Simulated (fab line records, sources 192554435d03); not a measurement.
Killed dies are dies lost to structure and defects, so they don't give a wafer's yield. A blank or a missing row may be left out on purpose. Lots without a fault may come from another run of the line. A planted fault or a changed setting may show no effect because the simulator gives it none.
Split-lot experiment | flow n5_finfet | 7 lots, 21 wafers read, on a route of 1938 steps

THE SPLIT
At N5_BEOL_M7_TRENCH_ETCH_37 (etches SiCOH lowk in C4F6/O2, target depth 93.478 nm, time 31.2 s), the setting source_w was moved away from the recipe's 345 W on 5 of the 21 wafers read, by -13.4% to +15.0%. The other wafers ran this setting at the recipe's value.

The reading is taken at the split's own step.

THE READING
rf_vpp_V, in V, at N5_BEOL_M7_TRENCH_ETCH_37 (etches SiCOH lowk in C4F6/O2, target depth 93.478 nm, time 31.2 s). Fault-free wafers of this fab line usually give 665 V, standard deviation 16 V.

wafer  | tool, chamber at the split | source_w as run, W | against the recipe | rf_vpp_V, V | against lot-mates on the recipe
L074.3 | rie_diel-04, 1             | 345                | recipe             | 677         | -
L074.5 | rie_diel-04, 3             | 345                | recipe             | 688         | -
L074.6 | rie_diel-04, 2             | 345                | recipe             | 681         | -
L076.1 | rie_diel-04, 0             | 396.7              | +15.0%             | 637         | -50
L076.2 | rie_diel-04, 3             | 345                | recipe             | 686         | -
L076.5 | rie_diel-04, 3             | 345                | recipe             | 687         | -
L081.1 | rie_diel-04, 1             | 327.2              | -5.2%              | 693         | +11
L081.2 | rie_diel-04, 3             | 327.2              | -5.2%              | 706         | +24
L081.6 | rie_diel-04, 2             | 345                | recipe             | 682         | -
L083.1 | rie_diel-03, 3             | 345                | recipe             | 646         | -
L083.3 | rie_diel-03, 1             | 345                | recipe             | 654         | -
L083.4 | rie_diel-03, 0             | 345                | recipe             | 663         | -
L086.2 | rie_diel-03, 3             | 345                | recipe             | 642         | -
L086.5 | rie_diel-03, 0             | 345                | recipe             | 663         | -
L086.6 | rie_diel-03, 3             | 345                | recipe             | 643         | -
L087.3 | rie_diel-01, 2             | 345                | recipe             | 674         | -
L087.4 | rie_diel-01, 3             | 298.9              | -13.4%             | 699         | +25
L087.5 | rie_diel-01, 1             | 298.9              | -13.4%             | 725         | +51
L092.1 | rie_diel-01, 2             | 345                | recipe             | 675         | -
L092.5 | rie_diel-01, 1             | 345                | recipe             | 674         | -
L092.6 | rie_diel-01, 2             | 345                | recipe             | 673         | -

THE FIT
A straight line over all 21 wafers: rf_vpp_V changes by -2.97 V for each +1% of source_w; r = -0.73; the points scatter about the line by 16 V.
The same after taking each lot's own level away (the mean of its wafers on the recipe; 21 wafers): -3.06 V for each +1%; r = -0.93; scatter 7.1 V.
On that fit, the largest move of source_w shifts the reading by 46 V.
The lots' own levels span 649.3 to 686.5 V, that is 2.3 times the standard deviation above.
So the lot-to-lot level blurs the effect unless lot-mates are compared.
Check: with one of the wafers moved furthest among these (+15.0%) left out of the fit, the line predicts -43.3 V for it against its lot-mates. It came out at -49.5 V against them.
Tool readings at the split's step, against how far the setting was moved: rf_vpp_V r = -0.73.

OTHER SPLITS ON THESE WAFERS
These wafers also went through other splits before the reading. Each is held against what the fit with the lots' levels taken away leaves over:
other split on the same wafers | wafers away from the commonest value | r with rf_vpp_V (lot level and that fit taken away)
N5_BEOL_M7_EXPOSE_08 dose_mj   | 7                                    | -0.02
N5_BEOL_M7_VIA_ETCH_34 bias_w  | 7                                    | -0.16

THE FILE'S OWN FIT
rf_vpp_V changes by -3.09 V for each +1% of source_w, r = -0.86.
